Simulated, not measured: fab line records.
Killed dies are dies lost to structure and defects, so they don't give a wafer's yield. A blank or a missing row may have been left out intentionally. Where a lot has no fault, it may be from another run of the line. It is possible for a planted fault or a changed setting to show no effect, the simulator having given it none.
fab line records	flow n5Finfet
record lots=24	wafers=72	lastDay=20
route steps=1938 shown BEOL_M0_SAQP@690 BEOL_M0@716 BEOL_M1@754
lots that met no fault: taken from a fault-free run of the same line
startH: hours from the record's opening day to when the first of the lot's shown wafers began	waitH: time in hours since the lot's previous step	" the same as in the row above	L1.1+2: a single row standing in for several wafers	- no value present, or no start provided	* or withheld: withheld	< > ~ a bound
route shown NAME@n: NAME is a module with steps in the file, n the number in the route of the first one	usual: the fault-free wafers' mean and standard deviation	same: alike in all rows	chamber/n: place in a boat	sites: per-site readings	_std_site: how widely they spread, as a standard deviation	_edge_site: outer sites' mean less inner sites'	radiusMm: how far each site lies from the wafer's centre	mask NAME#n: copy n	behind: tool/chamber where the wafer was last shaped	hold: reason for holding the lot/hours on hold/outcome of the hold	device: the n, p or np transistor that did not switch	end of line: tests run on the same wafers once the route is complete	for a step that has no rows: nothing shown but its recipe	killed: count of dies lost to structure and defects at first sort (not the wafer's yield)	map: the dies of a wafer, with x for killed, . for not killed, _ for no die there
set.NAME: the run value of the setting; set.NAME@STEP: its run value at that earlier step	model.NAME: the simulator's own value behind a step, which no gauge read
one table for each step of the route and one row for each wafer, over a sample of lots
services: from which hour (startH, from the record's first day; less than 0 if before it) a tool's chamber was out of use, for how many hours, and why
## steps
# step N5_BEOL_M0_SAQP_OVL_MEAS_41
# recipe pointsPerWafer=522
# usual M0_CUT1_OVL=-0.1/0.66
lot.wafer	tool	chamber	startH	waitH	M0_CUT1_OVL[nm]
L074.2	overlay-02	0	114.36	0.0	0.3
L074.3	"	0	"	"	0.4
L074.5	"	0	"	"	0.1
L075.3	overlay-02	0	118.95	0.0	-0.2
L075.5	"	0	"	"	0.0
L075.6	"	0	"	"	0.5
L076.1	overlay-02	0	125.30	0.0	0.7
L076.4	"	0	"	"	-0.5
L076.5	"	0	"	"	0.7
L077.1	overlay-01	0	130.18	0.0	1.3
L077.4	"	0	"	"	0.4
L077.5	"	0	"	"	0.9
L078.1	overlay-02	0	133.21	0.0	-0.3
L078.3	"	0	"	"	-0.5
L078.6	"	0	"	"	-0.8
L079.1	overlay-02	0	139.60	0.0	-0.1
L079.4	"	0	"	"	-0.5
L079.6	"	0	"	"	-1.1
L080.1	overlay-02	0	150.71	0.0	0.4
L080.3	"	0	"	"	-0.1
L080.6	"	0	"	"	0.9
L081.2	overlay-02	0	154.80	0.0	-0.5
L081.3	"	0	"	"	-0.7
L081.4	"	0	"	"	-0.4
L082.2	overlay-02	0	157.97	0.0	0.0
L082.4	"	0	"	"	0.4
L082.5	"	0	"	"	-0.8
L083.2	overlay-01	0	168.21	0.0	-0.1
L083.5	"	0	"	"	-0.9
L083.6	"	0	"	"	1.1
L084.1	overlay-01	0	171.49	0.0	-0.1
L084.4	"	0	"	"	-0.4
L084.6	"	0	"	"	0.1
L085.1	overlay-02	0	176.34	0.0	-0.6
L085.2	"	0	"	"	-0.5
L085.4	"	0	"	"	-1.8
L086.2	overlay-02	0	182.73	0.0	0.4
L086.4	"	0	"	"	0.5
L086.6	"	0	"	"	0.0
L087.1	overlay-01	0	191.47	0.0	0.1
L087.2	"	0	"	"	0.3
L087.4	"	0	"	"	-0.5
L088.1	overlay-02	0	194.00	0.0	0.4
L088.2	"	0	"	"	-0.5
L088.6	"	0	"	"	0.6
L089.1	overlay-02	0	203.87	0.0	0.1
L089.2	"	0	"	"	-0.2
L089.6	"	0	"	"	-0.4
L090.1	overlay-01	0	208.29	0.0	0.4
L090.3	"	0	"	"	0.3
L090.5	"	0	"	"	-0.6
L091.1	overlay-02	0	214.14	0.0	0.8
L091.4	"	0	"	"	0.2
L091.5	"	0	"	"	-0.1
L092.1	overlay-01	0	219.25	0.0	0.0
L092.3	"	0	"	"	0.2
L092.5	"	0	"	"	0.5
L093.3	overlay-01	0	228.35	0.0	0.2
L093.4	"	0	"	"	-0.5
L093.6	"	0	"	"	0.0
L094.4	overlay-02	0	228.98	0.0	-0.7
L094.5	"	0	"	"	-0.7
L094.6	"	0	"	"	-0.4
L095.2	overlay-02	0	237.07	0.0	1.7
L095.4	"	0	"	"	0.8
L095.5	"	0	"	"	0.2
L096.2	overlay-02	0	250.37	0.0	-0.5
L096.3	"	0	"	"	-0.8
L096.4	"	0	"	"	-0.4
L097.1	overlay-01	0	255.72	0.0	-0.7
L097.4	"	0	"	"	0.0
L097.6	"	0	"	"	-0.2
# step N5_BEOL_M0_HM_OPEN_105
# recipe chemistry=Cl2/BCl3	targetDepthA=120	target=TiN	ionEnergyEv=150	pressureMtorr=10	icpW=1000	biasW=126	Cl2_flow_sccm=53.25	bcl3FlowSccm=21.75	Ar_flow_sccm=25
# usual biasW=126.0/0.37	drypumpMotorCurrentA=5.65/0.16	oesProductAu=0.82/0.11	throttleValvePct=22.01/0.28
lot.wafer	tool	chamber	startH	waitH	biasW	drypumpMotorCurrentA	oesProductAu	rfHoursCounterH	throttleValvePct
L074.2	rieMetal-02	1	119.00	2.8	126.9	5.33	0.82	23	21.92
L074.3	"	1	"	"	125.9	5.34	0.82	-	21.93
L074.5	"	1	"	"	126.7	5.35	0.82	-	21.93
L075.3	rieMetal-02	0	121.19	0.2	126.3	5.67	0.83	-	21.65
L075.5	"	1	"	"	125.3	5.38	0.82	-	21.94
L075.6	"	0	"	"	125.5	5.66	0.84	-	21.63
L076.1	rieMetal-01	1	127.60	0.6	126.5	5.87	0.97	1	22.25
L076.4	"	0	"	"	126.0	5.74	0.95	-	22.03
L076.5	"	0	"	"	125.5	5.75	0.95	-	22.01
L077.1	rieMetal-02	0	137.60	5.7	126.3	5.67	0.83	28	21.63
L077.4	"	1	"	"	126.5	5.33	0.81	-	21.93
L077.5	"	1	"	"	126.2	5.33	0.81	-	21.91
L078.1	rieMetal-02	0	138.20	3.3	126.9	5.66	0.82	28	21.65
L078.3	"	1	"	"	126.4	5.31	0.82	-	21.94
L078.6	"	0	"	"	126.3	5.66	0.83	-	21.65
L079.1	rieMetal-02	0	145.32	3.8	126.0	5.63	0.82	28	21.67
L079.4	"	1	"	"	126.1	5.35	0.82	-	21.93
L079.6	"	0	"	"	125.5	5.66	0.82	-	21.64
L080.1	rieMetal-01	1	153.55	0.9	126.3	5.86	0.95	4	22.24
L080.3	"	1	"	"	126.1	5.85	0.95	-	22.24
L080.6	"	0	"	"	125.5	5.72	0.94	-	22.04
L081.2	rieMetal-01	1	162.94	6.2	125.5	5.84	0.93	4	22.24
L081.3	"	0	"	"	126.4	5.73	0.92	-	22.04
L081.4	"	1	"	"	126.1	5.85	0.95	-	22.24
L082.2	rieMetal-03	0	167.20	7.6	126.3	5.70	0.61	-	22.48
L082.4	"	0	"	"	126.3	5.68	0.60	-	22.49
L082.5	"	0	"	"	125.5	5.70	0.61	-	22.47
L083.2	rieMetal-01	0	175.49	5.4	126.1	5.74	0.92	8	22.05
L083.5	"	1	"	"	126.1	5.86	0.94	-	22.25
L083.6	"	0	"	"	126.3	5.74	0.91	-	22.04
L084.1	rieMetal-02	1	175.58	2.4	125.7	5.39	0.81	28	21.94
L084.4	"	1	"	"	126.1	5.40	0.81	-	21.93
L084.6	"	0	"	"	126.2	5.63	0.81	-	21.67
L085.1	rieMetal-01	1	181.44	3.2	125.5	5.89	0.93	5	22.25
L085.2	"	0	"	"	125.9	5.76	0.91	8	22.05
L085.4	"	0	"	"	125.6	5.76	0.92	-	22.04
L086.2	rieMetal-02	1	187.48	2.7	125.9	5.38	0.80	29	21.95
L086.4	"	0	"	"	126.1	5.65	0.81	-	21.66
L086.6	"	0	"	"	126.7	5.66	0.81	-	21.67
L087.1	rieMetal-03	0	194.71	0.9	126.0	5.70	0.59	117	22.49
L087.2	"	1	"	"	125.9	5.76	0.95	3	21.92
L087.4	"	1	"	"	125.8	5.77	0.95	-	21.92
L088.1	rieMetal-03	0	197.28	1.6	126.2	5.71	0.60	117	22.49
L088.2	"	1	"	"	126.5	5.75	0.95	3	21.93
L088.6	"	0	"	"	125.8	5.70	0.60	-	22.50
L089.1	rieMetal-02	1	208.36	1.6	126.1	5.37	0.80	30	21.94
L089.2	"	0	"	"	125.4	5.66	0.82	34	21.64
L089.6	"	1	"	"	126.3	5.38	0.80	-	21.93
L090.1	rieMetal-02	0	212.09	2.0	126.5	5.64	0.80	34	21.67
L090.3	"	1	"	"	126.4	5.39	0.80	-	21.94
L090.5	"	1	"	"	126.3	5.37	0.80	-	21.95
L091.1	rieMetal-02	1	216.56	0.6	126.3	5.32	0.79	31	21.96
L091.4	"	0	"	"	126.1	5.65	0.81	-	21.69
L091.5	"	0	"	"	126.4	5.63	0.81	-	21.69
L092.1	rieMetal-03	0	222.93	1.6	126.1	5.74	0.60	120	22.50
L092.3	"	0	"	"	126.2	5.74	0.59	-	22.50
L092.5	"	1	"	"	126.0	5.75	0.93	-	21.93
L093.3	rieMetal-03	1	232.36	2.1	126.2	5.73	0.92	-	21.93
L093.4	"	0	"	"	125.6	5.70	0.59	-	22.52
L093.6	"	1	"	"	126.5	5.73	0.93	-	21.94
L094.4	rieMetal-02	0	232.43	1.7	125.9	5.64	0.80	-	21.67
L094.5	"	0	"	"	126.2	5.66	0.79	-	21.67
L094.6	"	0	"	"	126.1	5.64	0.80	-	21.66
L095.2	rieMetal-03	0	245.01	6.2	125.3	5.71	0.58	122	22.52
L095.4	"	1	"	"	126.2	5.74	0.93	-	21.92
L095.5	"	0	"	"	126.0	5.69	0.59	-	22.51
L096.2	rieMetal-03	0	253.57	1.4	125.7	5.68	0.59	122	22.54
L096.3	"	1	"	"	125.8	5.69	0.92	-	21.93
L096.4	"	0	"	"	126.2	5.70	0.59	-	22.52
L097.1	rieMetal-01	1	260.31	2.8	126.1	5.83	0.90	11	22.26
L097.4	"	0	"	"	126.6	5.73	0.90	-	22.06
L097.6	"	0	"	"	126.5	5.75	0.88	-	22.05
# step N5_BEOL_M0_ETCH_128
# recipe chemistry=CF4/N2	targetDepthA=120	overetchA=51	target=SiCN	timeS=21.4	ionEnergyEv=150	pressureMtorr=40	sourceW=430	biasW=70	Ar_flow_sccm=100	cf4FlowSccm=60	n2FlowSccm=60
# usual biasW=70.04/0.2	drypumpMotorCurrentA=5.6/0.41	oesProductAu=0.52/0.035	rfVppV=381.8/2.1	showerheadPlenumPTorr=2.18/0.074	throttleValvePct=15.47/0.2
lot.wafer	tool	chamber	startH	waitH	biasW	drypumpMotorCurrentA	oesProductAu	rfHoursCounterH	rfVppV	showerheadPlenumPTorr	throttleValvePct
L074.2	rieDiel-05	0	119.31	0.0	69.86	5.1	0.51	166	378.9	2.11	15.25
L074.3	"	1	"	"	69.85	6.2	0.55	112	381.7	2.20	15.57
L074.5	"	3	"	"	69.76	5.5	0.48	-	378.0	2.10	15.37
L075.3	rieDiel-05	0	121.46	0.0	70.12	5.2	0.52	166	380.1	2.11	15.23
L075.5	"	2	"	"	70.19	5.3	0.50	-	384.3	2.28	15.53
L075.6	"	1	"	"	69.61	6.1	0.57	-	383.2	2.20	15.57
L076.1	rieDiel-05	1	128.49	0.2	69.76	6.2	0.54	116	383.9	2.20	15.58
L076.4	"	2	"	"	70.15	5.3	0.50	199	383.4	2.28	15.52
L076.5	"	3	"	"	69.92	5.5	0.49	-	379.4	2.10	15.37
L077.1	rieDiel-04	0	137.91	0.0	70.21	5.8	0.54	119	382.5	2.21	15.02
L077.4	"	1	"	"	69.68	6.2	0.52	166	378.9	2.13	15.74
L077.5	"	0	"	"	70.07	5.8	0.54	-	383.6	2.21	15.00
L078.1	rieDiel-01	0	138.51	0.0	70.18	6.2	0.47	220	384.5	2.27	15.61
L078.3	"	2	"	"	70.46	5.1	0.50	193	381.5	2.19	15.58
L078.6	"	3	"	"	70.16	5.0	0.56	-	378.8	2.12	15.47
L079.1	rieDiel-05	2	145.70	0.0	69.99	5.3	0.49	206	384.2	2.27	15.53
L079.4	"	1	"	"	70.19	6.2	0.54	122	382.0	2.20	15.59
L079.6	"	0	"	"	70.37	5.1	0.52	-	380.4	2.11	15.28
L080.1	rieDiel-04	1	153.87	0.0	70.25	6.1	0.50	171	379.9	2.13	15.74
L080.3	"	2	"	"	70.15	5.6	0.62	25	383.1	2.27	15.59
L080.6	"	1	"	"	70.15	6.1	0.51	-	381.0	2.13	15.75
L081.2	rieDiel-05	3	164.23	0.6	69.82	5.5	0.48	227	379.7	2.10	15.39
L081.3	"	0	"	"	70.63	5.1	0.51	182	378.3	2.10	15.29
L081.4	"	1	"	"	70.11	6.1	0.53	130	381.5	2.19	15.61
L082.2	rieDiel-01	2	167.72	0.1	70.03	5.1	0.50	201	381.3	2.19	15.58
L082.4	"	0	"	"	69.97	6.2	0.48	229	383.5	2.27	15.62
L082.5	"	3	"	"	69.86	5.0	0.55	-	380.6	2.12	15.49
L083.2	rieDiel-01	0	175.81	0.0	69.90	6.2	0.47	232	385.3	2.26	15.63
L083.5	"	0	"	"	69.88	6.2	0.48	-	385.1	2.26	15.64
L083.6	"	1	"	"	69.93	5.8	0.55	-	384.8	2.33	15.25
L084.1	rieDiel-05	3	175.90	0.0	70.11	5.4	0.47	232	378.5	2.10	15.41
L084.4	"	0	"	"	70.38	5.1	0.51	187	380.5	2.10	15.31
L084.6	"	1	"	"	69.87	6.2	0.53	-	382.8	2.19	15.62
L085.1	rieDiel-04	2	181.76	0.0	69.89	5.6	0.63	30	383.8	2.27	15.61
L085.2	"	1	"	"	70.18	6.2	0.50	176	381.2	2.13	15.75
L085.4	"	3	"	"	70.06	5.5	0.54	146	379.1	2.11	15.42
L086.2	rieDiel-01	1	187.80	0.0	69.90	5.8	0.55	112	385.9	2.32	15.27
L086.4	"	0	"	"	70.13	6.2	0.47	-	384.2	2.26	15.65
L086.6	"	1	"	"	70.04	5.8	0.56	-	385.4	2.32	15.28
L087.1	rieDiel-05	2	195.05	0.0	70.39	5.3	0.48	225	382.5	2.27	15.57
L087.2	"	1	"	"	70.24	6.1	0.53	141	383.0	2.19	15.64
L087.4	"	0	"	"	69.97	5.1	0.51	193	379.7	2.10	15.30
L088.1	rieDiel-04	3	197.64	0.1	70.08	5.5	0.53	151	378.9	2.11	15.43
L088.2	"	0	"	"	70.22	5.8	0.53	135	382.3	2.20	15.03
L088.6	"	3	"	"	69.87	5.5	0.53	-	381.1	2.11	15.43
L089.1	rieDiel-01	2	208.67	0.0	70.19	5.1	0.49	209	380.3	2.19	15.62
L089.2	"	0	"	"	70.23	6.2	0.46	244	385.2	2.26	15.65
L089.6	"	3	"	"	70.03	5.0	0.53	-	381.2	2.11	15.51
L090.1	rieDiel-04	3	212.70	0.3	70.10	5.5	0.52	155	380.5	2.11	15.45
L090.3	"	1	"	"	70.03	6.1	0.50	186	377.7	2.12	15.76
L090.5	"	2	"	"	70.01	5.6	0.61	-	383.9	2.26	15.61
L091.1	rieDiel-05	1	216.93	0.0	70.37	6.2	0.53	146	382.9	2.19	15.66
L091.4	"	0	"	"	69.31	5.2	0.52	197	380.3	2.10	15.31
L091.5	"	3	"	"	70.11	5.5	0.47	-	380.3	2.09	15.44
L092.1	rieDiel-04	2	223.24	0.0	70.04	5.6	0.60	41	384.5	2.26	15.63
L092.3	"	1	"	"	70.34	6.1	0.51	189	379.2	2.12	15.78
L092.5	"	2	"	"	70.15	5.6	0.59	-	383.4	2.26	15.63
L093.3	rieDiel-04	1	232.73	0.1	69.92	6.2	0.49	192	378.2	2.12	15.78
L093.4	"	3	"	"	70.02	5.5	0.52	161	381.1	2.11	15.45
L093.6	"	1	"	"	69.95	6.2	0.50	-	379.8	2.12	15.79
L094.4	rieDiel-01	2	232.85	0.1	69.76	5.1	0.49	-	381.7	2.18	15.63
L094.5	"	3	"	"	70.26	5.0	0.53	-	379.0	2.11	15.54
L094.6	"	1	"	"	70.39	5.8	0.53	-	386.5	2.32	15.30
L095.2	rieDiel-04	0	245.50	0.0	70.13	5.8	0.53	150	382.9	2.19	15.08
L095.4	"	3	"	"	69.82	5.5	0.53	166	380.3	2.11	15.46
L095.5	"	1	"	"	69.86	6.2	0.50	-	380.6	2.12	15.78
L096.2	rieDiel-05	2	254.18	0.0	70.35	5.3	0.48	243	383.3	2.26	15.59
L096.3	"	0	"	"	69.99	5.2	0.51	211	380.2	2.09	15.34
L096.4	"	1	"	"	70.12	6.2	0.52	-	382.1	2.18	15.66
L097.1	rieDiel-05	0	261.64	0.9	70.10	5.2	0.50	214	379.4	2.09	15.35
L097.4	"	1	"	"	69.66	6.2	0.52	-	381.4	2.18	15.68
L097.6	"	2	"	"	69.98	5.2	0.48	-	383.5	2.26	15.62
# step N5_BEOL_M0_SPUTTER_134
# recipe material=Cu	targetThkA=40	tempC=-20	chamberPressurePa=0.07	powerW=withheld	timeS=7.37
# usual substrateTempC=-19.99/0.1	throttleValvePct=29.7/0.88
lot.wafer	tool	chamber	startH	waitH	substrateTempC	throttleValvePct
L074.2	pvdSputter-03	-	121.74	0.0	-19.92	29.0
L074.3	"	-	"	"	-20.03	30.0
L074.5	"	-	"	"	-20.08	28.5
L075.3	pvdSputter-03	-	124.34	0.0	-20.12	29.2
L075.5	"	-	"	"	-20.05	29.8
L075.6	"	-	"	"	-19.98	29.1
L076.1	pvdSputter-03	-	130.45	0.0	-19.95	29.9
L076.4	"	-	"	"	-20.10	28.5
L076.5	"	-	"	"	-20.12	29.1
L077.1	pvdSputter-01	-	139.62	0.0	-19.99	29.2
L077.4	"	-	"	"	-19.95	30.8
L077.5	"	-	"	"	-19.98	30.6
L078.1	pvdSputter-03	-	140.52	0.0	-19.94	29.7
L078.3	"	-	"	"	-20.05	29.1
L078.6	"	-	"	"	-19.96	28.8
L079.1	pvdSputter-03	-	147.34	0.0	-20.09	28.6
L079.4	"	-	"	"	-20.10	31.1
L079.6	"	-	"	"	-19.85	29.8
L081.2	pvdSputter-01	-	167.49	0.0	-19.92	30.8
L081.3	"	-	"	"	-19.75	30.2
L081.4	"	-	"	"	-19.80	30.7
L080.1	pvdSputter-02	-	168.09	0.0	-20.00	30.2
L080.3	"	-	"	"	-20.00	29.0
L080.6	"	-	"	"	-19.92	30.2
L082.2	pvdSputter-01	-	170.27	0.0	-19.96	28.4
L082.4	"	-	"	"	-20.09	30.5
L082.5	"	-	"	"	-19.86	28.3
L083.2	pvdSputter-01	-	177.08	0.0	-20.17	30.5
L083.5	"	-	"	"	-20.04	30.7
L083.6	"	-	"	"	-19.98	28.9
L084.1	pvdSputter-01	-	177.60	0.0	-19.94	29.1
L084.4	"	-	"	"	-20.15	28.5
L084.6	"	-	"	"	-20.01	28.6
L085.1	pvdSputter-01	-	184.69	0.0	-19.96	28.5
L085.2	"	-	"	"	-19.90	30.4
L085.4	"	-	"	"	-19.87	29.1
L086.2	pvdSputter-03	-	189.60	0.0	-20.14	28.5
L086.4	"	-	"	"	-19.97	29.1
L086.6	"	-	"	"	-19.91	31.3
L087.1	pvdSputter-02	-	197.90	0.0	-20.04	29.7
L087.2	"	-	"	"	-20.08	29.0
L087.4	"	-	"	"	-19.95	30.3
L088.1	pvdSputter-02	-	199.36	0.0	-19.96	29.7
L088.2	"	-	"	"	-19.94	30.5
L088.6	"	-	"	"	-20.07	29.4
L089.1	pvdSputter-03	-	210.33	0.0	-19.96	28.5
L089.2	"	-	"	"	-19.88	30.0
L089.6	"	-	"	"	-20.03	28.6
L090.1	pvdSputter-02	-	214.68	0.0	-20.12	30.3
L090.3	"	-	"	"	-19.90	28.9
L090.5	"	-	"	"	-20.09	30.4
L091.1	pvdSputter-03	-	218.97	0.0	-20.05	31.5
L091.4	"	-	"	"	-20.00	28.7
L091.5	"	-	"	"	-19.96	29.1
L092.1	pvdSputter-02	-	224.75	0.0	-19.88	30.2
L092.3	"	-	"	"	-19.95	28.8
L092.5	"	-	"	"	-19.96	30.5
L093.3	pvdSputter-03	-	235.82	0.0	-20.11	29.9
L093.4	"	-	"	"	-19.91	28.5
L093.6	"	-	"	"	-19.98	29.9
L094.4	pvdSputter-01	-	236.17	0.0	-19.98	29.0
L094.5	"	-	"	"	-19.94	30.6
L094.6	"	-	"	"	-20.11	28.9
L095.2	pvdSputter-01	-	246.99	0.0	-19.83	30.7
L095.4	"	-	"	"	-20.24	28.5
L095.5	"	-	"	"	-20.11	28.3
L096.2	pvdSputter-03	-	256.19	0.0	-19.95	31.2
L096.3	"	-	"	"	-19.91	29.3
L096.4	"	-	"	"	-20.07	29.9
L097.1	pvdSputter-02	-	265.68	0.0	-20.02	28.9
L097.4	"	-	"	"	-20.13	29.5
L097.6	"	-	"	"	-19.98	30.4
# step N5_BEOL_M0_RS_MEAS_126
# recipe thkMeasGauge=four-point-probe	reads=Co_of_BEOL_M0_CO_CAP_123+Cu_of_BEOL_M0_ECD_118+Co_of_BEOL_M0_CVD_115+TaN_of_BEOL_M0_ALD_136
# usual M0_RS=0.532/0.026
lot.wafer	tool	chamber	startH	waitH	M0_RS[ohm/sq]
L074.2	filmMetro-02	-	123.18	0.1	0.545
L074.3	"	-	"	"	0.517
L074.5	"	-	"	"	0.534
L075.3	filmMetro-02	-	125.71	0.1	0.542
L075.5	"	-	"	"	0.546
L075.6	"	-	"	"	0.517
L076.1	filmMetro-01	-	131.71	0.0	0.516
L076.4	"	-	"	"	0.516
L076.5	"	-	"	"	0.517
L077.1	filmMetro-01	-	141.34	0.0	0.506
L077.4	"	-	"	"	0.527
L077.5	"	-	"	"	0.518
L078.1	filmMetro-01	-	141.76	0.0	0.540
L078.3	"	-	"	"	0.509
L078.6	"	-	"	"	0.517
L079.1	filmMetro-01	-	148.92	0.0	0.507
L079.4	"	-	"	"	0.470
L079.6	"	-	"	"	0.499
L081.2	filmMetro-01	-	168.69	0.1	0.552
L081.3	"	-	"	"	0.521
L081.4	"	-	"	"	0.561
L080.1	filmMetro-01	-	169.26	0.0	0.546
L080.3	"	-	"	"	0.558
L080.6	"	-	"	"	0.564
L082.2	filmMetro-01	-	171.45	0.1	0.523
L082.4	"	-	"	"	0.526
L082.5	"	-	"	"	0.504
L083.2	filmMetro-02	-	178.73	0.1	0.523
L083.5	"	-	"	"	0.508
L083.6	"	-	"	"	0.499
L084.1	filmMetro-01	-	178.90	0.0	0.548
L084.4	"	-	"	"	0.558
L084.6	"	-	"	"	0.516
L085.1	filmMetro-02	-	185.87	0.0	0.575
L085.2	"	-	"	"	0.498
L085.4	"	-	"	"	0.491
L086.2	filmMetro-02	-	190.77	0.1	0.494
L086.4	"	-	"	"	0.540
L086.6	"	-	"	"	0.482
L087.1	filmMetro-02	-	199.06	0.0	0.534
L087.2	"	-	"	"	0.534
L087.4	"	-	"	"	0.516
L088.1	filmMetro-02	-	200.53	0.0	0.522
L088.2	"	-	"	"	0.538
L088.6	"	-	"	"	0.544
L089.1	filmMetro-01	-	211.78	0.1	0.531
L089.2	"	-	"	"	0.545
L089.6	"	-	"	"	0.530
L090.1	filmMetro-01	-	216.57	0.1	0.529
L090.3	"	-	"	"	0.525
L090.5	"	-	"	"	0.516
L091.1	filmMetro-01	-	220.24	0.1	0.584
L091.4	"	-	"	"	0.534
L091.5	"	-	"	"	0.525
L092.1	filmMetro-02	-	225.92	0.0	0.541
L092.3	"	-	"	"	0.538
L092.5	"	-	"	"	0.545
L093.3	filmMetro-02	-	237.01	0.1	0.536
L093.4	"	-	"	"	0.521
L093.6	"	-	"	"	0.522
L094.4	filmMetro-02	-	237.34	0.0	0.484
L094.5	"	-	"	"	0.534
L094.6	"	-	"	"	0.562
L095.2	filmMetro-02	-	249.07	0.1	0.550
L095.4	"	-	"	"	0.554
L095.5	"	-	"	"	0.563
L096.2	filmMetro-01	-	257.48	0.1	0.555
L096.3	"	-	"	"	0.561
L096.4	"	-	"	"	0.522
L097.1	filmMetro-01	-	266.85	0.0	0.545
L097.4	"	-	"	"	0.513
L097.6	"	-	"	"	0.550
# step N5_BEOL_M1_HM_DEP_02
# recipe material=TiN	targetThkA=200	tempC=25	chamberPressurePa=0.49996
# usual substrateTempC=25.01/0.1	throttleValvePct=29.7/0.94
lot.wafer	tool	chamber	startH	waitH	substrateTempC	throttleValvePct
L074.2	pvdSputter-01	-	124.59	1.2	25.11	30.6
L074.3	"	-	"	"	24.85	28.3
L074.5	"	-	"	"	24.96	30.5
L075.3	pvdSputter-03	-	127.99	2.1	24.91	28.8
L075.5	"	-	"	"	25.02	29.0
L075.6	"	-	"	"	24.96	28.5
L076.1	pvdSputter-01	-	133.77	1.9	24.81	28.9
L076.4	"	-	"	"	24.94	30.5
L076.5	"	-	"	"	24.95	29.1
L077.1	pvdSputter-01	-	142.21	0.7	25.00	30.8
L077.4	"	-	"	"	25.11	28.4
L077.5	"	-	"	"	24.90	28.6
L078.1	pvdSputter-01	-	142.65	0.7	24.97	28.9
L078.3	"	-	"	"	24.86	30.7
L078.6	"	-	"	"	24.98	28.2
L079.1	pvdSputter-03	-	149.56	0.5	25.06	29.9
L079.4	"	-	"	"	24.96	28.4
L079.6	"	-	"	"	24.86	31.1
L081.2	pvdSputter-03	-	169.97	1.1	25.19	28.5
L081.3	"	-	"	"	24.98	31.2
L081.4	"	-	"	"	24.95	29.9
L080.1	pvdSputter-02	-	170.85	1.4	24.87	29.1
L080.3	"	-	"	"	24.91	29.0
L080.6	"	-	"	"	25.10	29.9
L082.2	pvdSputter-03	-	172.25	0.4	25.03	28.6
L082.4	"	-	"	"	24.95	29.0
L082.5	"	-	"	"	25.17	29.9
L083.2	pvdSputter-02	-	179.28	0.4	25.01	29.3
L083.5	"	-	"	"	25.13	28.9
L083.6	"	-	"	"	24.95	29.7
L084.1	pvdSputter-01	-	179.92	0.8	25.23	30.5
L084.4	"	-	"	"	25.12	29.1
L084.6	"	-	"	"	25.19	28.2
L085.1	pvdSputter-01	-	187.83	1.8	25.12	29.0
L085.2	"	-	"	"	25.06	30.6
L085.4	"	-	"	"	25.12	28.5
L086.2	pvdSputter-03	-	191.94	1.0	25.04	29.9
L086.4	"	-	"	"	25.01	31.4
L086.6	"	-	"	"	24.85	31.3
L087.1	pvdSputter-01	-	201.82	2.6	25.10	28.3
L087.2	"	-	"	"	24.89	30.7
L087.4	"	-	"	"	25.12	30.5
L088.1	pvdSputter-01	-	202.08	1.4	24.86	28.8
L088.2	"	-	"	"	24.87	30.8
L088.6	"	-	"	"	25.22	30.6
L089.1	pvdSputter-01	-	212.97	1.0	25.04	28.1
L089.2	"	-	"	"	25.12	30.5
L089.6	"	-	"	"	25.17	30.4
L090.1	pvdSputter-03	-	217.59	0.8	25.08	28.7
L090.3	"	-	"	"	24.84	29.2
L090.5	"	-	"	"	24.82	28.7
L091.1	pvdSputter-03	-	223.33	2.9	25.03	28.8
L091.4	"	-	"	"	24.81	29.3
L091.5	"	-	"	"	25.06	28.5
L092.1	pvdSputter-03	-	227.05	0.9	25.00	29.3
L092.3	"	-	"	"	25.19	28.6
L092.5	"	-	"	"	25.19	28.6
L093.3	pvdSputter-01	-	240.25	3.1	24.95	30.7
L093.4	"	-	"	"	24.98	28.4
L093.6	"	-	"	"	25.08	30.4
L094.4	pvdSputter-01	-	240.35	2.8	25.09	30.9
L094.5	"	-	"	"	24.96	28.7
L094.6	"	-	"	"	25.08	28.4
L095.2	pvdSputter-01	-	250.47	1.2	25.02	28.9
L095.4	"	-	"	"	25.06	30.9
L095.5	"	-	"	"	25.16	30.5
L096.2	pvdSputter-02	-	258.08	0.4	25.06	29.2
L096.3	"	-	"	"	24.89	30.7
L096.4	"	-	"	"	25.08	29.0
L097.1	pvdSputter-02	-	267.98	0.9	25.11	29.2
L097.4	"	-	"	"	24.99	28.8
L097.6	"	-	"	"	24.95	30.6
## services
tool	chamber	startH	hours	kind
pvdSputter-03	-	99.50	1.7	repair
rieMetal-01	1	101.00	-	clean
rieMetal-01	1	101.00	17.9	scheduledDown
rieMetal-01	1	101.00	17.9	ventCycle
rieMetal-02	-	104.55	2.1	repair
rieMetal-03	0	134.70	7.3	repair
rieMetal-02	-	146.01	0.5	repair
rieMetal-03	1	148.07	-	clean
rieMetal-03	1	148.07	19.8	scheduledDown
rieMetal-03	1	148.07	19.8	ventCycle
pvdSputter-01	-	155.50	4.5	repair
rieDiel-01	2	171.91	16.9	repair
rieMetal-01	-	193.38	14.6	pm
rieDiel-04	2	196.85	3.7	repair
rieMetal-03	1	198.13	8.4	repair
pvdSputter-01	-	219.23	4.0	repair
rieDiel-01	0	223.62	-	clean
rieMetal-02	1	225.03	36.0	repair
rieDiel-05	3	240.08	-	clean
rieDiel-05	3	240.08	-	consumableReplace:focusRing
rieDiel-05	3	240.08	-	consumableReplace:showerhead
rieDiel-05	3	240.08	25.9	scheduledDown
rieDiel-05	3	240.08	25.9	ventCycle
rieMetal-03	-	256.49	1.2	repair
## key
fault none
